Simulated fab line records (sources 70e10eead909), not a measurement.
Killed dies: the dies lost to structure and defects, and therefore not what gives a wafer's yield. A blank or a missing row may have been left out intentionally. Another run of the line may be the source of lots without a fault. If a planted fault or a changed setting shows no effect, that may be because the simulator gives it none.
Which tool was responsible? ; flow nandHarc ; Sampling: 6 lots, 18 wafers, 3 of 1302 route steps

WHAT THE GAUGES READ, wafer by wafer
NHARC_THIN_TSV_CD_MEAS_16.
lot;measured;on;cdNm (nm)
L451;day 24 16:36;cdSem-03;996.6 999.2 997.5
L450;day 25 05:20;cdSem-01;1001.6 999.9 999.2
L455;day 26 15:58;cdSem-02;998.1 999.5 997.9
L456;day 27 12:17;cdSem-02;999.6 998.1 996.8
L463;day 29 11:55;cdSem-03;999.9 1000.2 1001.1
L468;day 32 14:32;cdSem-01;998.7 1000.3 999.1

WHAT TOOL EACH LOT RAN ON (gives the tool, then ch and the chambers of the sampled wafers, and finally the start)
lot;NHARC_A_STAIRCASE_DEP_322;NHARC_THIN_TSV_DESCUM_14
L451;pecvd-02 ch 0,1,2, day 18 22:13;rieDiel-10 ch 0,1,3, day 24 15:48
L450;pecvd-01 ch 0,1,2, day 18 22:36;rieDiel-09 ch 0,3, day 25 04:32
L455;pecvd-04 ch 0,2, day 20 18:59;rieDiel-09 ch 0,1,3, day 26 15:08
L456;pecvd-02 ch 1,2, day 21 05:53;rieDiel-09 ch 1,2, day 27 11:29
L463;pecvd-04 ch 1,2, day 24 00:26;rieDiel-07 ch 1,2,3, day 29 11:07
L468;pecvd-02 ch 0,1, day 26 23:25;rieDiel-10 ch 1,2,3, day 32 13:46
- NHARC_A_STAIRCASE_DEP_322: deposits SiO2, target thk 7200 nm.
- NHARC_THIN_TSV_DESCUM_14: chemistry O2, time 3 s.

THE ANSWER, worked out from the rows above alone
Rule: the lots themselves supply what counts as usual. Put in order of their means at a reading, lots are off if they are a third of the lots or fewer, leave a main group of 4 or more, and stand apart from it by a gap of 3 or more times the standard deviation of the main group's means; of several such gaps the widest counts. A main group is skipped when, at the precision printed for the reading in the tables above, its means are all equal. Also off: a lot with no number at a reading for which 4 or more lots have one. All remaining lots with rows at the step are treated as sound.
No lot is off on any of the readings shown, so nothing can be concluded from this.

WHAT THE SIMULATOR HAD PUT IN
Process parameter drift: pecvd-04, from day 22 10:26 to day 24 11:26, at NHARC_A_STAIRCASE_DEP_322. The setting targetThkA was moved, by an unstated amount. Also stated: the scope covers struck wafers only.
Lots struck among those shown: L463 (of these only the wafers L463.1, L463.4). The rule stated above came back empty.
